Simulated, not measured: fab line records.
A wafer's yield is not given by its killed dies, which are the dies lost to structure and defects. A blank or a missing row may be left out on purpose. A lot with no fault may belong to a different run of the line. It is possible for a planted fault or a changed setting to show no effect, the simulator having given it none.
Which tool did it? ; flow nand harc ; 18 wafers from 6 lots sampled at 2 of the route's 1302 steps

## WHAT THE GAUGES READ, wafer by wafer
NHARC_HYBRID_BOND_OVL_MEAS_05.
lot;measured;on;overlay x nm (nm)
L387;day 24 10:48;overlay-02;-8 -1 -29
L395;day 28 21:56;overlay-02;6 24 -16
L400;day 29 17:02;overlay-02;-56 51 28
L402;day 30 07:13;overlay-02;-11 35 -6
L405;day 31 20:50;overlay-02;-48 -63 28
L408;day 32 10:36;overlay-02;5 -46 -35

## TOOL THAT RAN EACH LOT (tool first, then ch and the chambers of the sampled wafers, then the start)
lot;NHARC_A_STAIRCASE_ETCH_21
L387;rie diel-03 ch 0,1,3, day 15 21:51
L395;rie diel-05 ch 0,2,3, day 20 01:03
L400;rie diel-03 ch 1,3, day 21 12:22
L402;rie diel-02 ch 1,2, day 22 12:58
L405;rie diel-05 ch 1,2,3, day 24 00:28
L408;rie diel-03 ch 0,1,2, day 24 22:58
- NHARC_A_STAIRCASE_ETCH_21: etches the open film in C4F8/O2, target depth 100 nm, time 40.5 s.

## THE ANSWER, worked out from the rows above alone
Rule: usual is defined by the lots themselves. The widest of any qualifying gaps counts: lots, ordered by their means at a reading, are off when they make up no more than a third of the lots, leave a main group of 4 or more, and stand apart from it by 3 or more times the standard deviation of that group's means. The tables above print the reading to a certain number of digits; a main group whose means all agree to those digits is not used. Also off: a lot with no number at a reading for which 4 or more lots have one. All remaining lots with rows at the step are treated as sound.
No lot is off on any of the readings shown, so nothing can be concluded from this.

## WHAT THE SIMULATOR HAD INSERTED
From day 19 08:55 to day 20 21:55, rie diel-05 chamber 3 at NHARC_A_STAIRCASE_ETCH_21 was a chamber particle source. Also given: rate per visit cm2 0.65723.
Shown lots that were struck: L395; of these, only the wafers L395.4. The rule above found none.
